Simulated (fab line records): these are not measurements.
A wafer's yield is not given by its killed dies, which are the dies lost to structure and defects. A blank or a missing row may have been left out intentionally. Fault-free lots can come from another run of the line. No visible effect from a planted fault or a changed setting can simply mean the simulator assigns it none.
Which of the tools did it? | flow n5_finfet | 72 wafers from 24 lots sampled at 3 of the route's 1938 steps

## WHAT EACH GAUGE READ, for each wafer
N5_BEOL_M10_THK_MEAS_01.
lot  | measured     | on            | M10_ILD_THK (nm)
L074 | day 9 19:06  | film_metro-01 | 271 270 272
L075 | day 10 00:57 | film_metro-01 | 266 270 269
L076 | day 10 01:44 | film_metro-01 | 267 268 269
L078 | day 10 06:13 | film_metro-01 | 269 268 268
L077 | day 10 09:44 | film_metro-01 | 261 267 266
L079 | day 11 04:05 | film_metro-02 | 272 276 275
L080 | day 11 15:55 | film_metro-02 | 266 274 269
L083 | day 12 04:13 | film_metro-01 | 263 273 271
L084 | day 12 05:10 | film_metro-01 | 264 262 270
L081 | day 12 05:18 | film_metro-01 | 266 267 275
L082 | day 12 07:45 | film_metro-01 | 265 273 268
L087 | day 12 09:02 | film_metro-01 | 267 268 270
L085 | day 12 09:31 | film_metro-01 | 267 273 269
L086 | day 12 12:32 | film_metro-02 | 263 260 265
L089 | day 13 21:08 | film_metro-01 | 269 269 274
L090 | day 13 20:35 | film_metro-01 | 264 268 269
L088 | day 13 22:03 | film_metro-02 | 265 266 267
L091 | day 14 08:16 | film_metro-02 | 263 264 267
L092 | day 14 08:34 | film_metro-02 | 267 269 268
L093 | day 14 17:00 | film_metro-01 | 262 264 267
L095 | day 15 00:26 | film_metro-01 | 266 267 268
L094 | day 15 05:18 | film_metro-02 | 272 269 276
L097 | day 15 13:31 | film_metro-01 | 262 261 265
L096 | day 16 08:11 | film_metro-01 | 269 274 274

## WHAT TOOL EACH LOT RAN ON (gives the tool, then ch and the chambers of the sampled wafers, and finally the start)
lot  | N5_BEOL_M9_CURE_72            | N5_BEOL_M9_DEGAS_44
L074 | uv_cure-01 ch 2, day 9 15:56  | pvd_sputter-01, day 9 16:16
L075 | uv_cure-01 ch 2, day 9 21:50  | pvd_sputter-03, day 9 22:42
L076 | uv_cure-03 ch 2, day 9 22:24  | pvd_sputter-01, day 9 22:57
L078 | uv_cure-01 ch 2, day 10 02:13 | pvd_sputter-01, day 10 02:55
L077 | uv_cure-02 ch 0, day 10 06:25 | pvd_sputter-03, day 10 07:29
L079 | uv_cure-01 ch 0, day 10 21:05 | pvd_sputter-02, day 10 21:22
L080 | uv_cure-01 ch 1, day 11 12:46 | pvd_sputter-01, day 11 13:32
L083 | uv_cure-02 ch 1, day 12 00:11 | pvd_sputter-01, day 12 00:31
L084 | uv_cure-02 ch 2, day 12 02:16 | pvd_sputter-03, day 12 02:38
L081 | uv_cure-02 ch 2, day 12 02:31 | pvd_sputter-02, day 12 02:50
L082 | uv_cure-02 ch 0, day 12 03:25 | pvd_sputter-01, day 12 03:50
L087 | uv_cure-02 ch 0, day 12 06:14 | pvd_sputter-03, day 12 06:40
L085 | uv_cure-02 ch 2, day 12 06:32 | pvd_sputter-03, day 12 06:51
L086 | uv_cure-01 ch 0, day 12 08:24 | pvd_sputter-02, day 12 08:43
L089 | uv_cure-02 ch 2, day 13 17:12 | pvd_sputter-03, day 13 17:46
L090 | uv_cure-01 ch 1, day 13 17:16 | pvd_sputter-03, day 13 17:41
L088 | uv_cure-03 ch 2, day 13 17:52 | pvd_sputter-01, day 13 18:22
L091 | uv_cure-01 ch 2, day 14 04:08 | pvd_sputter-03, day 14 06:02
L092 | uv_cure-03 ch 2, day 14 04:25 | pvd_sputter-03, day 14 06:07
L093 | uv_cure-02 ch 2, day 14 14:21 | pvd_sputter-02, day 14 14:42
L095 | uv_cure-01 ch 2, day 14 21:54 | pvd_sputter-01, day 14 22:10
L094 | uv_cure-01 ch 0, day 15 01:20 | pvd_sputter-03, day 15 01:40
L097 | uv_cure-01 ch 1, day 15 10:17 | pvd_sputter-01, day 15 10:58
L096 | uv_cure-03 ch 2, day 16 05:04 | pvd_sputter-01, day 16 05:35
- N5_BEOL_M9_CURE_72: cures SiCOH lowk, time 120 s.
- N5_BEOL_M9_DEGAS_44: time 60 s.

## WHAT THE TOOLS THEMSELVES READ (means of the sampled wafers that have a number; where no wafer has one, the mark that the record gives instead)
N5_BEOL_M9_CURE_72.
lot  | tool       | lamp_power_pct (%) | wafer_temp_C_max
L074 | uv_cure-01 | 52.31              | 371.9
L075 | uv_cure-01 | 52.30              | 372.3
L076 | uv_cure-03 | 52.36              | 372.2
L078 | uv_cure-01 | 52.35              | 372.0
L077 | uv_cure-02 | 52.33              | 371.9
L079 | uv_cure-01 | 52.38              | 371.5
L080 | uv_cure-01 | 52.34              | 372.3
L083 | uv_cure-02 | 52.33              | 371.9
L084 | uv_cure-02 | 52.36              | 370.9
L081 | uv_cure-02 | 52.32              | 371.2
L082 | uv_cure-02 | 52.33              | 372.5
L087 | uv_cure-02 | 52.36              | 372.1
L085 | uv_cure-02 | 52.27              | 371.1
L086 | uv_cure-01 | 52.28              | 371.4
L089 | uv_cure-02 | 52.33              | 371.0
L090 | uv_cure-01 | 52.39              | 372.3
L088 | uv_cure-03 | 52.32              | 372.4
L091 | uv_cure-01 | 52.27              | 372.0
L092 | uv_cure-03 | 52.33              | 372.0
L093 | uv_cure-02 | 52.32              | 371.0
L095 | uv_cure-01 | 52.30              | 372.2
L094 | uv_cure-01 | 52.30              | 371.2
L097 | uv_cure-01 | 52.33              | 371.6
L096 | uv_cure-03 | 52.29              | 371.8

N5_BEOL_M9_DEGAS_44.
lot  | tool           | heater_power_w (W) | susceptor_temp_C (C)
L074 | pvd_sputter-01 | 351                | 250.01
L075 | pvd_sputter-03 | 312                | 250.07
L076 | pvd_sputter-01 | 338                | 250.19
L078 | pvd_sputter-01 | 344                | 249.99
L077 | pvd_sputter-03 | 349                | 250.09
L079 | pvd_sputter-02 | 317                | 249.92
L080 | pvd_sputter-01 | 356                | 250.01
L083 | pvd_sputter-01 | 360                | 249.96
L084 | pvd_sputter-03 | 326                | 250.06
L081 | pvd_sputter-02 | 345                | 249.92
L082 | pvd_sputter-01 | 331                | 249.88
L087 | pvd_sputter-03 | 340                | 250.08
L085 | pvd_sputter-03 | 349                | 250.20
L086 | pvd_sputter-02 | 316                | 250.13
L089 | pvd_sputter-03 | 351                | 250.05
L090 | pvd_sputter-03 | 318                | 249.97
L088 | pvd_sputter-01 | 353                | 249.98
L091 | pvd_sputter-03 | 343                | 250.00
L092 | pvd_sputter-03 | 345                | 250.09
L093 | pvd_sputter-02 | 317                | 249.91
L095 | pvd_sputter-01 | 378                | 250.10
L094 | pvd_sputter-03 | 317                | 250.01
L097 | pvd_sputter-01 | 336                | 250.07
L096 | pvd_sputter-01 | 341                | 249.96

## THE ANSWER, worked out from the rows above alone
Rule: the usual values come from the lots themselves. The widest of any qualifying gaps counts: lots, ordered by their means at a reading, are off when they make up no more than a third of the lots, leave a main group of 4 or more, and stand apart from it by 3 or more times the standard deviation of that group's means. A main group whose means are all the same, to the digits that the tables above print for the reading, isn't used. A lot without any number at a reading at which 4 lots or more have one is off too. The other lots that the step has rows for count as sound. The gauges are gone through in route order, then the tools' own readings, and for those a lot's mean is taken as printed above. At the first step where some lot is off, the reading lying furthest off is the one used; lots without a number count as furthest.
None of the lots is off at any reading shown; this tells nothing.

## WHAT HAD BEEN PUT IN BY THE SIMULATOR
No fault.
